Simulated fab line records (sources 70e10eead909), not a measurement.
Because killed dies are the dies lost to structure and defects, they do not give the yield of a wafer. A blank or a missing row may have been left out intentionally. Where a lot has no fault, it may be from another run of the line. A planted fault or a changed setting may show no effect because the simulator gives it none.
fab line records	flow nand-harc
[record] lots = 24	wafers = 72	last-day = 33
route steps=1302 shown A_M0@1166 A_M1@1180 A_BONDPAD@1202
lots untouched by any fault: they come from a run of this same line in which no faults occurred
start-h: the number of hours between the record's first day and the start of the first shown wafer of the lot	wait-h: hours elapsed since this lot's preceding step	" identical to the entry in the row above	L1.1+2: one row covering several wafers at once	- no value present, or no start provided	* or withheld: withheld	< > ~ a bound
route shown NAME@n: NAME is a module with steps in the file, n the number in the route of the first one	usual: mean/standard deviation taken from wafers without a fault	same: alike in all rows	chamber/n: place in a boat	sites: per-site readings	_std_site: the standard deviation of these	_edge_site: mean of outer sites minus mean of inner sites	radius-mm: how far each site lies from the wafer's centre	mask NAME#n: copy n	behind: the last tool/chamber to shape the wafer	hold: the reason the lot was held/the length of the hold in hours/how it ended	device: the transistor (n, p or np) that didn't switch	end of line: tests run on the same wafers once the route is complete	step lacking rows: just its recipe	killed: dies lost to structure and defects at the first sort, not the wafer's yield	map: dies across one wafer; x = killed, . = not, _ = none there
set.NAME: setting as actually run; set.NAME@STEP: the setting as run at that earlier step	model.NAME: the simulator's own value behind a step, which no gauge read
route steps across a sampled set of lots; one table per step, one row per wafer
services: a tool's chamber out of use, with start hour (start-h, from the record's first day; less than 0 if before it), hours out, and reason
[[steps]]
[step NHARC_A_M0_INSPECT_27]
[usual] raw-defect-count = 536/120
lot.wafer	tool	chamber	start-h	wait-h	raw-defect-count
L074.2	defect-inspect-02	-	524.95	0.0	968
L074.4	"	-	"	"	429
L074.5	"	-	"	"	604
L075.2	defect-inspect-01	-	525.73	0.0	430
L075.3	"	-	"	"	593
L075.6	"	-	"	"	667
L076.1	defect-inspect-02	-	540.71	0.0	471
L076.2	"	-	"	"	410
L076.3	"	-	"	"	439
L077.1	defect-inspect-02	-	559.50	0.0	668
L077.2	"	-	"	"	531
L077.5	"	-	"	"	544
L078.3	defect-inspect-02	-	565.46	0.0	559
L078.4	"	-	"	"	540
L078.6	"	-	"	"	505
L080.1	defect-inspect-01	-	571.83	0.0	545
L080.3	"	-	"	"	517
L080.5	"	-	"	"	599
L079.1	defect-inspect-02	-	580.50	0.0	440
L079.3	"	-	"	"	444
L079.4	"	-	"	"	536
L081.3	defect-inspect-01	-	605.84	0.0	458
L081.5	"	-	"	"	455
L081.6	"	-	"	"	587
L083.2	defect-inspect-02	-	606.68	0.0	492
L083.3	"	-	"	"	396
L083.4	"	-	"	"	501
L082.3	defect-inspect-02	-	614.99	0.0	421
L082.4	"	-	"	"	485
L082.6	"	-	"	"	366
L085.1	defect-inspect-01	-	641.36	0.0	489
L085.4	"	-	"	"	602
L085.6	"	-	"	"	587
L084.1	defect-inspect-02	-	642.56	0.0	442
L084.5	"	-	"	"	651
L084.6	"	-	"	"	448
L086.3	defect-inspect-01	-	648.85	0.0	447
L086.4	"	-	"	"	488
L086.6	"	-	"	"	488
L087.3	defect-inspect-01	-	654.83	0.0	587
L087.4	"	-	"	"	527
L087.6	"	-	"	"	563
L088.2	defect-inspect-02	-	663.62	0.0	542
L088.3	"	-	"	"	675
L088.5	"	-	"	"	377
L089.3	defect-inspect-02	-	664.63	0.0	371
L089.5	"	-	"	"	405
L089.6	"	-	"	"	527
L091.2	defect-inspect-01	-	691.37	0.0	452
L091.5	"	-	"	"	519
L091.6	"	-	"	"	388
L090.2	defect-inspect-02	-	697.99	0.0	662
L090.5	"	-	"	"	729
L090.6	"	-	"	"	831
L092.2	defect-inspect-02	-	717.66	0.0	738
L092.4	"	-	"	"	575
L092.5	"	-	"	"	578
L093.1	defect-inspect-02	-	721.20	0.0	589
L093.2	"	-	"	"	336
L093.5	"	-	"	"	365
L096.1	defect-inspect-01	-	735.82	0.0	559
L096.2	"	-	"	"	684
L096.4	"	-	"	"	453
L095.4	defect-inspect-02	-	737.54	0.0	591
L095.5	"	-	"	"	628
L095.6	"	-	"	"	589
L097.1	defect-inspect-02	-	742.46	0.0	975
L097.3	"	-	"	"	594
L097.5	"	-	"	"	738
L094.1	defect-inspect-01	-	744.75	0.0	609
L094.3	"	-	"	"	408
L094.5	"	-	"	"	544
[step NHARC_A_M1_OVL_MEAS_10]
[recipe] pitch-nm = 240
[usual] overlay-x-nm = 0.0/0.84	overlay-y-nm = 0.2/0.94
lot.wafer	tool	chamber	start-h	wait-h	overlay-x-nm	overlay-y-nm
L074.2	overlay-02	-	526.43	-	1.6	-0.4
L074.4	"	-	"	"	1.2	-0.5
L074.5	"	-	"	"	0.9	-0.1
L075.2	overlay-02	-	527.48	-	0.2	-0.5
L075.3	"	-	"	"	0.3	0.1
L075.6	"	-	"	"	-0.3	0.2
L076.1	overlay-01	-	542.22	-	0.3	0.2
L076.2	"	-	"	"	0.2	0.9
L076.3	"	-	"	"	-0.6	0.2
L077.1	overlay-02	-	561.00	-	-1.7	-0.5
L077.2	"	-	"	"	-1.5	-0.7
L077.5	"	-	"	"	-1.2	-0.6
L078.3	overlay-01	-	566.82	-	-1.7	-0.7
L078.4	"	-	"	"	-1.0	0.1
L078.6	"	-	"	"	-1.1	-1.0
L080.1	overlay-02	-	573.20	-	-0.3	-0.6
L080.3	"	-	"	"	-0.5	-0.7
L080.5	"	-	"	"	-0.3	-0.7
L079.1	overlay-02	-	581.98	-	0.4	0.1
L079.3	"	-	"	"	1.1	0.2
L079.4	"	-	"	"	1.0	-0.5
L081.3	overlay-02	-	607.33	-	0.4	0.6
L081.5	"	-	"	"	0.2	0.9
L081.6	"	-	"	"	0.2	0.6
L083.2	overlay-01	-	608.17	-	0.4	-1.0
L083.3	"	-	"	"	0.8	-0.9
L083.4	"	-	"	"	0.1	-1.4
L082.3	overlay-02	-	616.36	-	-0.6	1.4
L082.4	"	-	"	"	0.0	1.5
L082.6	"	-	"	"	-0.1	0.8
L085.1	overlay-01	-	642.83	-	-0.2	0.1
L085.4	"	-	"	"	0.0	0.0
L085.6	"	-	"	"	0.0	0.4
L084.1	overlay-01	-	644.04	-	-0.5	-0.5
L084.5	"	-	"	"	-0.3	-0.9
L084.6	"	-	"	"	-0.3	-0.6
L086.3	overlay-01	-	650.33	-	0.5	-1.6
L086.4	"	-	"	"	0.3	-1.2
L086.6	"	-	"	"	0.4	-1.4
L087.3	overlay-01	-	660.24	-	-0.8	0.9
L087.4	"	-	"	"	-0.8	1.5
L087.6	"	-	"	"	-0.2	0.8
L088.2	overlay-02	-	665.11	-	1.5	1.2
L088.3	"	-	"	"	1.1	1.5
L088.5	"	-	"	"	1.6	1.4
L089.3	overlay-02	-	666.12	-	-1.9	-0.2
L089.5	"	-	"	"	-1.8	-0.4
L089.6	"	-	"	"	-1.7	-0.2
L091.2	overlay-01	-	692.74	-	0.6	1.5
L091.5	"	-	"	"	1.0	1.2
L091.6	"	-	"	"	0.8	0.9
L090.2	overlay-01	-	699.47	-	-0.2	-0.6
L090.5	"	-	"	"	0.0	-0.3
L090.6	"	-	"	"	0.2	-0.9
L092.2	overlay-01	-	719.02	-	0.5	0.4
L092.4	"	-	"	"	1.1	0.6
L092.5	"	-	"	"	0.6	0.4
L093.1	overlay-02	-	722.56	-	-1.6	0.6
L093.2	"	-	"	"	-1.3	0.2
L093.5	"	-	"	"	-0.9	-0.7
L096.1	overlay-01	-	737.29	-	0.1	-0.6
L096.2	"	-	"	"	0.1	0.0
L096.4	"	-	"	"	0.5	-0.7
L095.4	overlay-01	-	739.38	-	0.2	1.0
L095.5	"	-	"	"	0.6	0.6
L095.6	"	-	"	"	-0.2	0.2
L097.1	overlay-01	-	743.94	-	-0.1	1.0
L097.3	"	-	"	"	-0.1	1.4
L097.5	"	-	"	"	-0.1	1.2
L094.1	overlay-02	-	746.21	-	0.5	1.9
L094.3	"	-	"	"	0.8	1.7
L094.5	"	-	"	"	0.5	2.6
[step NHARC_A_M1_STRIP_18]
[recipe] power-w = 1000	n2-flow-sccm = 150	h2-flow-sccm = 150	ar-flow-sccm = 0	bias-w = 0	chemistry = N2/H2
[usual] drypump-motor-current-A = 5.9/0.54	mfc-ar-sccm = 0.005/0.01	oes-product-au = 0.998/0.0076	rf-vpp-V = 90.9/1.1	showerhead-plenum-p-Torr = 2.06/0.1	throttle-valve-pct = 14.171/0.0088
lot.wafer	tool	chamber	start-h	wait-h	drypump-motor-current-A	mfc-ar-sccm	oes-product-au	rf-hours-counter-h	rf-vpp-V	showerhead-plenum-p-Torr	throttle-valve-pct
L074.4	rie-diel-04	3	526.95	0.1	6.7	0	1.001	7.2	90.0	1.98	14.169
L074.2	"	0	"	"	5.4	0	0.997	8.1	90.9	2.14	14.168
L074.5	"	1	"	"	5.4	0.029	0.994	-	90.7	2.05	14.166
L075.2	rie-diel-05	3	527.98	0.1	5.5	0	1.003	3.3	92.3	2.08	14.164
L075.3	"	0	"	"	4.9	0	0.990	3.8	90.7	1.99	14.176
L075.6	"	3	"	"	5.5	0	1.005	-	90.9	2.08	14.160
L076.1	rie-diel-09	0	542.69	0.1	5.7	0	0.994	2.1	93.1	2.19	14.169
L076.3	"	1	"	"	6.7	0.029	1.007	2.3	89.4	1.96	14.188
L076.2	"	2	"	"	6.2	0.016	1.010	2.2	90.3	2.04	14.156
L077.2	rie-diel-05	1	561.48	0.1	6.4	0	0.996	4.3	92.6	2.17	14.186
L077.1	"	0	"	"	4.9	0	0.999	4.6	89.6	1.99	14.181
L077.5	"	1	"	"	6.4	0	1.008	-	93.2	2.17	14.158
L078.3	rie-diel-05	0	567.35	0.1	4.9	0	0.995	4.7	92.0	1.99	14.173
L078.4	"	1	"	"	6.4	0	1.004	4.4	91.4	2.17	14.165
L078.6	"	2	"	"	6.0	0	0.994	-	90.7	1.90	14.178
L080.3	rie-diel-05	2	573.67	0.1	6.0	0	0.993	5.0	88.4	1.90	14.177
L080.1	"	1	"	"	6.4	0	0.997	4.5	90.6	2.17	14.169
L080.5	"	3	"	"	5.5	0	0.984	-	91.8	2.08	14.166
L079.3	rie-diel-04	3	582.48	0.1	6.6	0	0.989	2.6	91.4	1.98	14.161
L079.1	"	0	"	"	5.5	0	0.981	2.2	90.8	2.14	14.171
L079.4	"	1	"	"	5.4	0.029	1.001	2.0	91.8	2.05	14.177
L081.3	rie-diel-04	3	607.86	0.1	6.7	0	0.998	3.9	91.5	1.98	14.171
L081.6	"	1	"	"	5.4	0.029	1.006	-	91.3	2.05	14.173
L081.5	"	2	"	"	6.3	0	0.997	-	91.8	2.20	14.158
L083.3	rie-diel-04	1	608.64	0.1	5.4	0.029	0.994	3.2	88.0	2.05	14.171
L083.4	"	2	"	"	6.3	0	0.997	3.8	90.2	2.20	14.171
L083.2	"	0	"	"	5.4	0	0.998	3.3	89.2	2.14	14.162
L082.4	rie-diel-09	3	616.90	0.1	6.2	0	1.001	4.3	90.8	2.16	14.164
L082.3	"	0	"	"	5.7	0	1.000	5.1	91.7	2.19	14.180
L082.6	"	1	"	"	6.7	0.029	1.017	-	89.9	1.95	14.161
L085.1	rie-diel-04	2	643.34	0.1	6.3	0	0.990	5.3	92.2	2.19	14.178
L085.6	"	2	"	"	6.3	0	0.987	-	92.6	2.20	14.170
L085.4	"	3	"	"	6.7	0	0.986	-	90.9	1.97	14.161
L084.1	rie-diel-05	0	644.52	0.1	4.9	0	1.005	1.7	89.1	1.99	14.168
L084.6	"	0	"	"	4.9	0	1.010	-	90.6	1.99	14.180
L084.5	"	1	"	"	6.4	0	0.995	-	91.3	2.16	14.154
L086.4	rie-diel-05	1	650.81	0.1	6.4	0	1.001	1.7	93.0	2.17	14.173
L086.3	"	3	"	"	5.5	0	1.002	1.9	90.3	2.08	14.182
L086.6	"	2	"	"	6.0	0	1.014	-	88.7	1.90	14.172
L087.4	rie-diel-05	3	660.74	0.1	5.5	0	1.004	2.3	91.0	2.08	14.188
L087.3	"	0	"	"	4.9	0	1.010	2.2	90.3	1.99	14.186
L087.6	"	2	"	"	6.0	0	1.003	-	90.8	1.90	14.167
L088.2	rie-diel-04	0	665.61	0.1	5.5	0	0.989	6.4	90.8	2.14	14.173
L088.3	"	2	"	"	6.3	0	0.981	7.2	91.7	2.19	14.164
L088.5	"	3	"	"	6.6	0	1.005	-	90.1	1.97	14.167
L089.3	rie-diel-04	3	666.64	0.1	6.7	0	1.005	7.1	91.7	1.97	14.178
L089.5	"	2	"	"	6.3	0	1.000	-	91.6	2.19	14.167
L089.6	"	3	"	"	6.7	0	1.001	-	90.2	1.97	14.180
L091.2	rie-diel-05	0	693.29	0.1	4.9	0	0.996	3.2	89.9	1.99	14.151
L091.6	"	1	"	"	6.4	0	1.001	-	91.4	2.16	14.167
L091.5	"	2	"	"	6.0	0	1.008	-	90.2	1.90	14.170
L090.2	rie-diel-05	0	699.97	0.1	4.9	0	0.996	3.3	91.9	1.99	14.180
L090.5	"	3	"	"	5.5	0	0.988	-	91.0	2.08	14.172
L090.6	"	0	"	"	4.9	0	0.991	-	90.2	1.99	14.168
L092.4	rie-diel-09	3	719.52	0.1	6.2	0	0.999	1.7	93.0	2.16	14.169
L092.2	"	1	"	"	6.7	0.029	1.000	1.9	90.3	1.95	14.179
L092.5	"	3	"	"	6.2	0	0.997	-	88.7	2.16	14.169
L093.2	rie-diel-04	3	723.04	0.1	6.7	0	0.993	0.1	91.8	1.97	14.171
L093.1	"	0	"	"	5.4	0	0.991	0.2	91.2	2.13	14.161
L093.5	"	3	"	"	6.7	0	1.000	-	90.4	1.97	14.162
L096.1	rie-diel-09	2	737.76	0.1	6.2	0.016	1.003	2.4	92.3	2.04	14.174
L096.2	"	0	"	"	5.7	0	0.998	1.8	91.6	2.19	14.180
L096.4	"	1	"	"	6.6	0.029	0.997	2.2	90.4	1.95	14.188
L095.4	rie-diel-05	2	739.96	0.2	6.0	0	0.987	-	90.2	1.90	14.183
L095.6	"	0	"	"	4.9	0	1.001	-	90.8	1.99	14.178
L095.5	"	1	"	"	6.4	0	1.004	-	90.7	2.16	14.161
L097.1	rie-diel-04	3	744.41	0.1	6.7	0	1.001	1.5	90.3	1.97	14.163
L097.3	"	0	"	"	5.5	0	0.987	1.4	90.5	2.13	14.167
L097.5	"	3	"	"	6.7	0	1.000	-	90.8	1.97	14.176
L094.3	rie-diel-09	1	746.69	0.1	6.7	0.029	1.011	3.8	90.4	1.95	14.169
L094.1	"	0	"	"	5.7	0	0.999	3.9	91.9	2.19	14.160
L094.5	"	2	"	"	6.2	0.016	1.004	-	91.2	2.04	14.185
[step NHARC_A_M1_PVD_20]
[recipe] target-thk-a = 50	bias-v = 168.6	power-w = 15000	chamber-pressure-pa = 0.12	time-s = 8.06	substrate-temp-c = 50	material = TaN
[usual] throttle-valve-pct = 30.1/0.83
lot.wafer	tool	chamber	start-h	wait-h	throttle-valve-pct
L074.4	pvd-sputter-03	-	-	-	28.5
L074.2	"	-	"	"	30.0
L074.5	"	-	"	"	28.6
L075.3	pvd-sputter-01	-	-	-	31.0
L075.2	"	-	"	"	30.2
L075.6	"	-	"	"	31.0
L076.3	pvd-sputter-03	-	-	-	30.0
L076.1	"	-	"	"	29.2
L076.2	"	-	"	"	28.7
L077.1	pvd-sputter-01	-	-	-	30.4
L077.2	"	-	"	"	30.0
L077.5	"	-	"	"	30.5
L078.4	pvd-sputter-02	-	-	-	30.2
L078.3	"	-	"	"	30.9
L078.6	"	-	"	"	29.0
L080.3	pvd-sputter-03	-	-	-	30.4
L080.1	"	-	"	"	28.9
L080.5	"	-	"	"	30.7
L079.3	pvd-sputter-03	-	-	-	27.9
L079.4	"	-	"	"	29.8
L079.1	"	-	"	"	30.6
L081.3	pvd-sputter-01	-	-	-	30.3
L081.6	"	-	"	"	30.2
L081.5	"	-	"	"	30.1
L083.4	pvd-sputter-02	-	-	-	31.2
L083.2	"	-	"	"	28.7
L083.3	"	-	"	"	30.1
L082.4	pvd-sputter-02	-	-	-	30.4
L082.3	"	-	"	"	30.8
L082.6	"	-	"	"	30.5
L085.1	pvd-sputter-03	-	-	-	30.8
L085.4	"	-	"	"	29.1
L085.6	"	-	"	"	29.4
L084.1	pvd-sputter-01	-	-	-	30.9
L084.5	"	-	"	"	29.8
L084.6	"	-	"	"	31.0
L086.3	pvd-sputter-03	-	-	-	28.2
L086.4	"	-	"	"	29.4
L086.6	"	-	"	"	28.8
L087.4	pvd-sputter-01	-	-	-	30.4
L087.3	"	-	"	"	29.9
L087.6	"	-	"	"	29.9
L088.2	pvd-sputter-02	-	-	-	30.3
L088.3	"	-	"	"	31.2
L088.5	"	-	"	"	30.8
L089.3	pvd-sputter-02	-	-	-	30.7
L089.5	"	-	"	"	30.2
L089.6	"	-	"	"	31.0
L091.2	pvd-sputter-01	-	-	-	30.1
L091.6	"	-	"	"	30.3
L091.5	"	-	"	"	30.9
L090.2	pvd-sputter-01	-	-	-	29.6
L090.6	"	-	"	"	30.4
L090.5	"	-	"	"	30.2
L092.4	pvd-sputter-03	-	-	-	27.9
L092.2	"	-	"	"	29.6
L092.5	"	-	"	"	28.3
L093.2	pvd-sputter-01	-	-	-	30.6
L093.1	"	-	"	"	31.0
L093.5	"	-	"	"	30.2
L096.1	pvd-sputter-02	-	-	-	29.5
L096.2	"	-	"	"	30.4
L096.4	"	-	"	"	31.1
L095.4	pvd-sputter-01	-	-	-	30.4
L095.5	"	-	"	"	30.5
L095.6	"	-	"	"	30.3
L097.1	pvd-sputter-02	-	-	-	30.2
L097.3	"	-	"	"	30.3
L097.5	"	-	"	"	29.2
L094.1	pvd-sputter-01	-	-	-	30.1
L094.3	"	-	"	"	30.3
L094.5	"	-	"	"	30.9
[step NHARC_A_M1_DEP_33]
[recipe] target-thk-a = 300	temp-c = 370	target-thk-nm = 30	pressure-torr = 3	flow-sccm = 200	rf-w = 450	material = SiCN
[usual] chamber-pressure-Torr = 3.001/0.0063	heater-power-w = 560/77
lot.wafer	tool	chamber	start-h	wait-h	chamber-pressure-Torr	heater-power-w
L074.2	pecvd-04	2	529.25	0.1	2.997	654
L074.5	"	2	"	"	3.006	654
L074.4	"	0	"	"	3.002	568
L075.3	pecvd-02	1	530.33	0.1	2.995	543
L075.2	"	2	"	"	2.994	469
L075.6	"	1	"	"	2.999	547
L076.1	pecvd-04	2	545.04	0.1	2.997	562
L076.2	"	0	"	"	3.005	518
L076.3	"	1	"	"	2.995	655
L077.1	pecvd-02	2	564.00	0.2	3.015	516
L077.2	"	2	"	"	3.004	510
L077.5	"	2	"	"	3.001	527
L078.3	pecvd-02	1	569.68	0.1	2.994	534
L078.6	"	1	"	"	2.999	550
L078.4	"	2	"	"	2.999	557
L080.1	pecvd-04	2	576.04	0.1	3.003	673
L080.3	"	0	"	"	3.003	565
L080.5	"	2	"	"	3.004	679
L079.3	pecvd-04	0	584.79	0.1	2.996	542
L079.1	"	1	"	"	2.997	666
L079.4	"	2	"	"	3.012	621
L081.3	pecvd-02	0	610.27	0.1	3.004	583
L081.5	"	1	"	"	3.002	504
L081.6	"	0	"	"	3.007	557
L083.3	pecvd-02	2	611.06	0.1	3.008	456
L083.2	"	0	"	"	2.998	642
L083.4	"	1	"	"	3.007	515
L082.3	pecvd-04	0	619.23	0.1	3.017	549
L082.4	"	0	"	"	3.012	553
L082.6	"	1	"	"	3.003	697
L085.1	pecvd-04	0	645.72	0.1	2.992	508
L085.4	"	0	"	"	2.993	498
L085.6	"	1	"	"	3.000	638
L084.1	pecvd-02	1	646.91	0.1	3.006	468
L084.5	"	1	"	"	3.005	465
L084.6	"	0	"	"	2.994	591
L086.3	pecvd-02	2	653.15	0.1	3.002	507
L086.4	"	2	"	"	3.011	487
L086.6	"	1	"	"	2.996	472
L087.3	pecvd-02	0	663.10	0.1	3.003	653
L087.6	"	0	"	"	3.010	636
L087.4	"	1	"	"	3.008	514
L088.2	pecvd-03	2	668.74	0.1	3.004	416
L088.3	"	1	"	"	3.002	551
L088.5	"	1	"	"	2.992	567
L089.3	pecvd-04	0	669.01	0.1	2.999	502
L089.5	"	2	"	"	3.005	644
L089.6	"	0	"	"	3.000	515
L091.2	pecvd-03	1	695.60	0.1	3.002	551
L091.6	"	0	"	"	3.007	485
L091.5	"	2	"	"	3.000	357
L090.2	pecvd-04	2	702.29	0.1	2.998	634
L090.5	"	2	"	"	2.996	642
L090.6	"	0	"	"	3.010	516
L092.2	pecvd-02	0	721.94	0.1	2.991	630
L092.5	"	2	"	"	2.992	535
L092.4	"	0	"	"	3.001	632
L093.1	pecvd-02	2	725.38	0.1	3.007	478
L093.2	"	1	"	"	3.005	535
L093.5	"	0	"	"	3.003	603
L096.2	pecvd-04	1	740.11	0.1	2.992	688
L096.1	"	0	"	"	3.012	555
L096.4	"	2	"	"	3.000	712
L095.5	pecvd-02	0	742.41	0.2	3.005	582
L095.4	"	1	"	"	2.991	532
L095.6	"	2	"	"	3.007	535
L097.3	pecvd-02	2	746.88	0.1	3.007	515
L097.1	"	0	"	"	3.001	620
L097.5	"	0	"	"	2.990	623
L094.1	pecvd-03	1	749.02	0.1	3.010	596
L094.3	"	2	"	"	3.001	394
L094.5	"	0	"	"	3.001	576
[step NHARC_A_BONDPAD_DEP_00]
[recipe] target-thk-a = 2500	temp-c = 370	target-thk-nm = 250	pressure-torr = 3	flow-sccm = 200	rf-w = 450	material = SiCN
[usual] chamber-pressure-Torr = 3.000/0.0061	heater-power-w = 568/75
lot.wafer	tool	chamber	start-h	wait-h	chamber-pressure-Torr	heater-power-w
L074.2	pecvd-02	2	529.85	-	3.004	518
L074.5	"	1	"	"	2.999	556
L074.4	"	2	"	"	2.998	536
L075.3	pecvd-04	0	530.84	-	3.005	572
L075.2	"	2	"	"	2.997	672
L075.6	"	0	"	"	3.002	577
L076.3	pecvd-01	2	545.62	-	2.996	525
L076.1	"	0	"	"	3.006	547
L076.2	"	1	"	"	2.994	698
L077.2	pecvd-01	2	565.08	-	2.995	549
L077.1	"	0	"	"	2.994	564
L077.5	"	0	"	"	3.000	451
L078.3	pecvd-01	2	570.28	-	2.997	525
L078.4	"	0	"	"	2.999	536
L078.6	"	2	"	"	2.994	538
L080.3	pecvd-01	2	576.64	-	2.996	594
L080.1	"	0	"	"	2.997	490
L080.5	"	0	"	"	3.002	500
L079.3	pecvd-02	0	585.34	-	2.985	554
L079.1	"	1	"	"	3.003	532
L079.4	"	0	"	"	3.006	543
L081.3	pecvd-01	2	610.73	-	3.002	637
L081.5	"	2	"	"	3.011	486
L081.6	"	0	"	"	2.998	562
L083.3	pecvd-01	1	611.61	-	3.005	662
L083.2	"	2	"	"	3.008	529
L083.4	"	1	"	"	3.004	667
L082.3	pecvd-02	2	619.74	-	3.015	447
L082.4	"	2	"	"	2.988	469
L082.6	"	1	"	"	2.998	468
L085.1	pecvd-02	2	646.28	-	2.992	525
L085.6	"	2	"	"	3.000	515
L085.4	"	1	"	"	2.990	451
L084.1	pecvd-01	0	647.46	-	3.001	457
L084.6	"	0	"	"	2.999	484
L084.5	"	1	"	"	3.007	699
L086.3	pecvd-02	0	-	-	3.004	632
L086.4	"	2	"	"	2.999	483
L086.6	"	0	"	"	3.000	632
L087.3	pecvd-02	1	-	-	3.005	518
L087.4	"	0	"	"	3.003	601
L087.6	"	1	"	"	2.997	529
L088.3	pecvd-01	1	669.29	-	3.006	688
L088.2	"	0	"	"	2.997	479
L088.5	"	1	"	"	3.001	700
L089.3	pecvd-04	0	-	-	2.999	529
L089.5	"	1	"	"	2.996	657
L089.6	"	2	"	"	3.000	668
L091.2	pecvd-02	0	696.11	-	2.989	575
L091.5	"	0	"	"	3.002	570
L091.6	"	2	"	"	3.010	491
L090.2	pecvd-01	0	702.93	-	3.009	536
L090.5	"	1	"	"	3.005	657
L090.6	"	0	"	"	2.990	551
L092.2	pecvd-02	0	-	-	3.001	618
L092.4	"	0	"	"	2.998	633
L092.5	"	1	"	"	2.987	506
L093.2	pecvd-01	1	725.98	-	2.998	653
L093.1	"	2	"	"	3.006	536
L093.5	"	0	"	"	3.006	506
L096.1	pecvd-02	1	740.71	-	2.992	511
L096.2	"	2	"	"	3.004	490
L096.4	"	0	"	"	2.991	606
L095.6	pecvd-01	2	742.97	-	3.013	591
L095.5	"	0	"	"	2.988	504
L095.4	"	1	"	"	3.005	669
L097.3	pecvd-04	1	747.47	-	3.013	759
L097.1	"	2	"	"	3.008	682
L097.5	"	2	"	"	3.001	691
L094.1	pecvd-02	0	749.57	-	3.008	617
L094.3	"	1	"	"	2.995	522
L094.5	"	0	"	"	3.007	636
[[services]]
tool	chamber	start-h	hours	kind
rie-diel-04	-	531.94	9.0	pm
pecvd-02	0	545.78	22.0	repair
pecvd-02	1	551.98	4.4	repair
pvd-sputter-03	-	561.36	10.0	pm
pvd-sputter-03	-	579.22	2.2	repair
pvd-sputter-01	-	582.00	10.0	pm
rie-diel-05	-	583.60	9.0	pm
pecvd-02	-	589.43	13.0	pm
pvd-sputter-03	-	590.04	2.5	repair
pecvd-04	-	599.64	13.3	repair
pecvd-04	-	631.34	13.0	pm
pecvd-01	-	636.35	0.5	repair
rie-diel-04	1	637.88	5.5	repair
pvd-sputter-02	-	638.00	10.0	pm
rie-diel-09	3	656.43	27.2	repair
pvd-sputter-03	-	672.85	3.6	repair
pecvd-01	-	673.21	13.0	pm
pvd-sputter-02	-	678.02	1.4	repair
rie-diel-04	-	708.94	9.0	pm
pvd-sputter-01	-	709.06	1.6	repair
pvd-sputter-03	-	724.30	5.8	repair
rie-diel-05	3	724.84	7.4	repair
rie-diel-05	3	738.07	6.0	repair
pvd-sputter-03	-	739.36	10.0	pm
[[key]]
fault none
